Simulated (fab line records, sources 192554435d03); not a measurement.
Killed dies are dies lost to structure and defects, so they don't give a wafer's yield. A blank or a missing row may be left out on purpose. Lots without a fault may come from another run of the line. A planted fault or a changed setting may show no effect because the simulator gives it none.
Chamber matching | flow n5_finfet | N5_ILD0_CMP_07 on cmp-02: 4 sister chambers
The step polishes SiO2 flowable, stops on poly-Si, t overpolish 1.18 s, target thk 138.88 nm. 4 wafers are shown with their chamber, then 8 later ones without.

WAFERS WITH THEIR CHAMBER
wafer  | chamber | motor_current_A (A)
L082.3 | 1       | 13.1
L089.1 | 3       | 13.5
L089.4 | 0       | 11.9
L091.3 | 2       | 12.1

WAFERS WITHOUT THEIR CHAMBER
wafer  | motor_current_A (A)
L091.4 | 12.6
L091.5 | 12.9
L094.2 | 14.4
L094.3 | 12.7
L094.4 | 11.9
L096.1 | 12.7
L096.2 | 13.6
L096.5 | 13.0

WHICH CHAMBER EACH WENT THROUGH
wafer  | from the rows above               | in truth
L091.4 | can't be placed: 1 or 2 or 0 or 3 | 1
L091.5 | can't be placed: 1 or 3 or 2 or 0 | 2
L094.2 | can't be placed: 3 or 1           | 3
L094.3 | can't be placed: 1 or 2 or 0 or 3 | 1
L094.4 | can't be placed: 0 or 2           | 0
L096.1 | can't be placed: 1 or 2 or 0 or 3 | 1
L096.2 | can't be placed: 3 or 1           | 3
L096.5 | can't be placed: 1 or 3 or 2      | 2
Placed correctly: 0 of 8. Can't be placed from these rows: 8 (the true chamber is among the candidates in 8). Placed wrongly: 0.
How it was worked out, from the rows above alone: a wafer's distance from a chamber is the root of the sum, over the readings, of the square of ((its reading less the chamber's mean) divided by the reading's scatter). The wafer belongs to the nearest chamber; if the next one is less than 2 further off, it can't be placed. A chamber's mean is the mean of its shown wafers. The scatter: with one shown wafer a chamber, the root of the mean of the squares of how far each hidden wafer lies from its nearest shown one.
